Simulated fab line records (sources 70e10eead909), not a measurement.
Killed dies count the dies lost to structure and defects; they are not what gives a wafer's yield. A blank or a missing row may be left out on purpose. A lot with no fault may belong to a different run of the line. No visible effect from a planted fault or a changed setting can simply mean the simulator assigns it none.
Chamber matching	flow nand_harc	NHARC_A_CONTACT_DEP_29 on pecvd-03: 3 sister chambers
The step deposits SiON, target thk 100 nm. 16 wafers are shown with their chamber, then 8 later ones without.

WAFERS WITH THEIR CHAMBER
wafer	chamber	heater_power_w (W)
L080.1	1	804
L080.2	2	568
L080.3	0	756
L082.1	2	650
L082.2	1	758
L082.3	0	760
L082.4	2	684
L082.5	1	782
L082.6	0	761
L085.1	2	677
L085.2	0	709
L085.6	0	696
L088.1	1	795
L088.3	2	665
L088.5	2	645
L090.1	2	636

SIGNATURES (averages over the wafers above)
reading	chamber 0	chamber 1	chamber 2	scatter within a chamber
heater_power_w	736.40	784.75	646.43	32.9
Rule: distance of a wafer from a chamber = root of the sum over the readings of ((wafer's reading minus chamber's mean) / reading's scatter) squared. If the next closest chamber is less than 2 further off than the closest, the wafer can't be placed; otherwise it belongs to the closest. The scatter: take each reading less its chamber's mean, square it, sum over the shown wafers, divide by the number of wafers less the number of chambers, and take the root.

WAFERS WITH NO CHAMBER GIVEN
wafer	heater_power_w (W)
L090.4	841
L090.6	763
L093.3	837
L093.4	788
L093.5	852
L096.2	545
L096.5	733
L096.6	580

WHICH CHAMBER EACH WENT THROUGH
wafer	from the rows above	in truth
L090.4	can't be placed: 1 or 0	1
L090.6	can't be placed: 1 or 0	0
L093.3	can't be placed: 1 or 0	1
L093.4	can't be placed: 1 or 0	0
L093.5	can't be placed: 1 or 0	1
L096.2	2	2
L096.5	can't be placed: 0 or 1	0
L096.6	2	2
2 of 8 placed correctly. Not placeable from these rows: 6 (in 6, the candidates include the true chamber). 0 placed wrongly.
